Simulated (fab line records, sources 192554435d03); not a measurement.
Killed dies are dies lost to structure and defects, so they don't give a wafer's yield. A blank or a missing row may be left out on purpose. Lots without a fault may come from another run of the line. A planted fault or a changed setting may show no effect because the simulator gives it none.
Chamber matching | flow n5_finfet | N5_MOL_CONTACT_COAG_ALD_27 on ald_sin-02: 4 sister chambers
The step deposits SiOC, target thk 17 nm, pulse time 1.5 s, time 2720 s. 4 wafers are shown with their chamber, then 9 later ones without.

WAFERS WITH THEIR CHAMBER
wafer  | chamber | heater_power_outer_w (W)
L084.2 | 1       | 517
L086.2 | 0       | 471
L086.4 | 2       | 519
L086.5 | 3       | 562

WAFERS WITHOUT THEIR CHAMBER
wafer  | heater_power_outer_w (W)
L090.2 | 476
L090.3 | 564
L090.5 | 587
L091.2 | 532
L091.5 | 564
L091.6 | 549
L096.1 | 531
L096.4 | 489
L096.6 | 477

WHICH CHAMBER EACH WENT THROUGH
wafer  | from the rows above          | in truth
L090.2 | 0                            | 0
L090.3 | 3                            | 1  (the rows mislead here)
L090.5 | 3                            | 3
L091.2 | can't be placed: 2 or 1 or 3 | 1
L091.5 | 3                            | 3
L091.6 | can't be placed: 3 or 2 or 1 | 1
L096.1 | can't be placed: 2 or 1 or 3 | 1
L096.4 | can't be placed: 0 or 1 or 2 | 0
L096.6 | 0                            | 0
Placed correctly: 4 of 9. Can't be placed from these rows: 4 (the true chamber is among the candidates in 4). Placed wrongly: 1.
How it was worked out, from the rows above alone: a wafer's distance from a chamber is the root of the sum, over the readings, of the square of ((its reading less the chamber's mean) divided by the reading's scatter). The wafer belongs to the nearest chamber; if the next one is less than 2 further off, it can't be placed. A chamber's mean is the mean of its shown wafers. The scatter: with one shown wafer a chamber, the root of the mean of the squares of how far each hidden wafer lies from its nearest shown one.
